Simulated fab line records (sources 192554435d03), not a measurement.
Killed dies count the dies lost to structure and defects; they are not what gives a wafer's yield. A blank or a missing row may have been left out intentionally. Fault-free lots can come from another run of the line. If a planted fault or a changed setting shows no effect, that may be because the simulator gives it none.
Comparing a struck lot with a sound one :: flow n5 finfet :: 18 steps out of a route of 1938
Sound: these wafers, L980.3, L980.4, L980.5. The struck wafers were L968.1, L968.2, L968.4. The cause is named last.
At each step with rows: each side's tool, then ch and its chambers, then its first start. Under that, the readings that differ: sound wafers :: struck wafers :: difference of the means :: sigmas: that difference in standard deviations of wafers without a fault.
alike: a reading whose means differ by less than 2 such deviations, as well as words and numbers matching on both sides. not compared: withheld readings; readings where some wafer has no value; bounds like >300 that might hide an equal value; numbers whose values overlap and for which the record gives no deviation.
The two part at a step that has a row with sigmas, a row that says differs or no value, or rows on one side only. Numbers that have no deviation but don't overlap get no sigmas and don't part them. A reading missing from all wafers of one side parts the sides only when that side holds two or more wafers.

first, 11 steps without rows for these wafers: N5_FIN_SAQP_DESCUM_21 (chemistry O2, time 7.9 s); N5_FIN_SAQP_ETCH_51 (etches SiARC in CF4, target depth 45.5 nm, time 75.8 s); N5_FIN_SAQP_ETCH_52 (etches SOC in N2/H2, target depth 100 nm, overetch 20 nm, time 150 s); N5_FIN_SAQP_STRIP_53 (strips in N2/H2); N5_FIN_SAQP_HM_OPEN_73 (chemistry CHF3/O2, target SiO2, stops on a-Si, target depth 12 nm, time 16.8 s); N5_FIN_SAQP_STRIP_74 (strips in CHF3/O2); N5_FIN_SAQP_MANDREL_ETCH_22 (etches a-Si in HBr/Cl2, stops on SiNx, target depth 60 nm, bt time 10 s, time 30 s); N5_FIN_SAQP_STRIP_55 (strips in N2/H2); N5_FIN_SAQP_STRIP_23 (strips in SPM, time 750 s); N5_FIN_SAQP_SRD_66 (time 30 s); N5_FIN_SAQP_RECESS_75 (chemistry HF/NH3, target SiO2, target depth 14.4 nm, afs cycles 3, sublimation time 60 s).
N5_FIN_SAQP_SPACER1_ALD_24: deposits SiO2, target thk 20.3 nm, pulse time 1 s, purge time 2 s.
  sound on ald sin-01 ch 1,2,3, day 7 00:01; struck on ald sin-04 ch 1,2,3, day 3 23:02
reading: susceptor temp C (C)
sound: 299.81 300.08 299.71
struck: 291.98 291.93 292.40
difference: -7.76
sigmas: -41

reading: model.SiO2_of_FIN_SAQP_SPACER1_ALD_24.thk nm (nm)
sound: 20.2 20.2 20.4
struck: 20.8 20.8 20.8
difference: +0.5
sigmas: 
  alike: heater power w, precursor pulse height rel
then, 1 step without rows for these wafers: N5_FIN_SAQP_SPACER1_ETCHBACK_25 (etches SiO2 in CHF3/O2, target depth 24.4 nm, time 12.2 s).
N5_FIN_SAQP_MANDREL1_REMOVE_56: chemistry HBr/Cl2/O2, target a-Si, stops on SiNx, bt time 10 s.
  sound on rie si-02 ch 0,2,3, day 7 00:51; struck on rie si-02 ch 0,2,3, day 3 23:56
reading: model.FIN_SAQP.cd nm (nm)
sound: 20.4 20.4 20.6
struck: 20.8 20.8 20.8
difference: +0.3
sigmas: 
  alike: HBr_flow_sccm, chamber pressure mTorr, drypump motor current A, oes product au, throttle valve pct
  not compared: rf hours counter h
N5_FIN_SAQP_CD_MEAS_27: target cd 20 nm.
  sound on cd sem-02 ch 0, day 7 00:58; struck on cd sem-01 ch 0, day 4 00:03
reading: cd nm (nm)
sound: 20.42 20.50 20.41
struck: 21.09 21.06 20.78
difference: +0.53
sigmas: +3
then, 1 step without rows for these wafers: N5_FIN_SAQP_ETCH_57 (etches SiNx in CH3F/O2, target depth 32.5 nm, time 46.4 s).
-- a jump in the record: the struck wafers' starts before and after are 7 days apart (it breaks off in module FIN_SAQP and resumes in module BEOL_M4, where the first step shown is number 1111 of the route) --
N5_BEOL_M4_RC_MEAS_101:
  sound on prober-02 ch 0, day 14 10:44; struck on prober-02 ch 0, day 11 07:42
  alike: DIBL_N, DIBL_P, IOFF_N, IOFF_P, ION_N, ION_P, SS_N, SS_P, VT_N, VT_P
-- the record jumps here: 5 days lie between the struck wafers' starts before and after (it left off in module BEOL_M4 and takes up again in module PASSIVATION, whose first step shown is number 1936 of the route) --
N5_PASSIVATION_PROBE_49:
  the record has rows for the struck wafers here (prober-01, day 15 20:40) and none for the sound ones

WHERE THEY PART
First at N5_FIN_SAQP_SPACER1_ALD_24; last, within this record, at N5_PASSIVATION_PROBE_49.

WHY: whatever the simulator had introduced
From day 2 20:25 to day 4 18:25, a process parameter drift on ald sin-04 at N5_FIN_SAQP_SPACER1_ALD_24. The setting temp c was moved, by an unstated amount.
